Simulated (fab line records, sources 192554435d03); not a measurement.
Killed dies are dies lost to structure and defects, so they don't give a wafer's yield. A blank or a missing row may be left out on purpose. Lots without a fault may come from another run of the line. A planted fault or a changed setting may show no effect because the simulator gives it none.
Chamber matching | flow n5_finfet | N5_PMOS_HMC_CHANNEL_EPI_STRIP_33 on rie_diel-05: 4 sister chambers
The step strips in N2/H2. 18 wafers are shown with their chamber, then 9 later ones without.

WAFERS WITH THEIR CHAMBER
wafer  | chamber | showerhead_plenum_p_Torr (Torr) | drypump_motor_current_A (A) | throttle_valve_pct (%)
L074.4 | 1       | 3.51                            | 6.1                         | 18.9
L074.5 | 1       | 3.51                            | 6.1                         | 18.9
L074.6 | 0       | 3.30                            | 5.9                         | 18.4
L081.3 | 2       | 3.20                            | 6.4                         | 19.4
L081.5 | 2       | 3.20                            | 6.4                         | 19.4
L081.6 | 3       | 3.23                            | 5.3                         | 19.1
L082.1 | 0       | 3.29                            | 5.9                         | 18.4
L082.4 | 1       | 3.50                            | 6.1                         | 18.9
L082.5 | 3       | 3.23                            | 5.2                         | 19.1
L089.1 | 2       | 3.19                            | 6.4                         | 19.5
L089.2 | 0       | 3.29                            | 5.9                         | 18.4
L089.4 | 1       | 3.50                            | 6.1                         | 18.9
L091.1 | 2       | 3.19                            | 6.3                         | 19.5
L091.2 | 1       | 3.49                            | 6.1                         | 19.0
L091.3 | 3       | 3.22                            | 5.3                         | 19.2
L093.2 | 3       | 3.22                            | 5.3                         | 19.1
L093.3 | 2       | 3.19                            | 6.4                         | 19.5
L093.4 | 1       | 3.49                            | 6.1                         | 19.0

SIGNATURES (means of the wafers above)
reading                  | chamber 0 | chamber 1 | chamber 2 | chamber 3 | scatter within a chamber
showerhead_plenum_p_Torr | 3.2933    | 3.5000    | 3.1940    | 3.2250    | 0.007
drypump_motor_current_A  | 5.900     | 6.100     | 6.380     | 5.275     | 0.0333
throttle_valve_pct       | 18.400    | 18.933    | 19.460    | 19.125    | 0.0484
Rule: a wafer's distance from a chamber is the root of the sum, over the readings, of the square of ((its reading less the chamber's mean) divided by the reading's scatter). The wafer belongs to the nearest chamber; if the next one is less than 2 further off, it can't be placed. The scatter: the root of (the sum of the squares of (reading less its chamber's mean) over the shown wafers, divided by (wafers less chambers)).

WAFERS WITHOUT THEIR CHAMBER
wafer  | showerhead_plenum_p_Torr (Torr) | drypump_motor_current_A (A) | throttle_valve_pct (%)
L094.4 | 3.29                            | 5.9                         | 18.4
L094.5 | 3.22                            | 5.3                         | 19.1
L094.6 | 3.29                            | 5.9                         | 18.4
L095.1 | 3.49                            | 6.1                         | 18.9
L095.4 | 3.28                            | 5.9                         | 18.4
L095.5 | 3.49                            | 6.1                         | 19.0
L097.2 | 3.49                            | 6.1                         | 19.0
L097.3 | 3.28                            | 5.9                         | 18.4
L097.4 | 3.28                            | 5.9                         | 18.5

WHICH CHAMBER EACH WENT THROUGH
wafer  | from the rows above | in truth
L094.4 | 0                   | 0
L094.5 | 3                   | 3
L094.6 | 0                   | 0
L095.1 | 1                   | 1
L095.4 | 0                   | 0
L095.5 | 1                   | 1
L097.2 | 1                   | 1
L097.3 | 0                   | 0
L097.4 | 0                   | 0
Placed correctly: 9 of 9. Can't be placed from these rows: 0. Placed wrongly: 0.
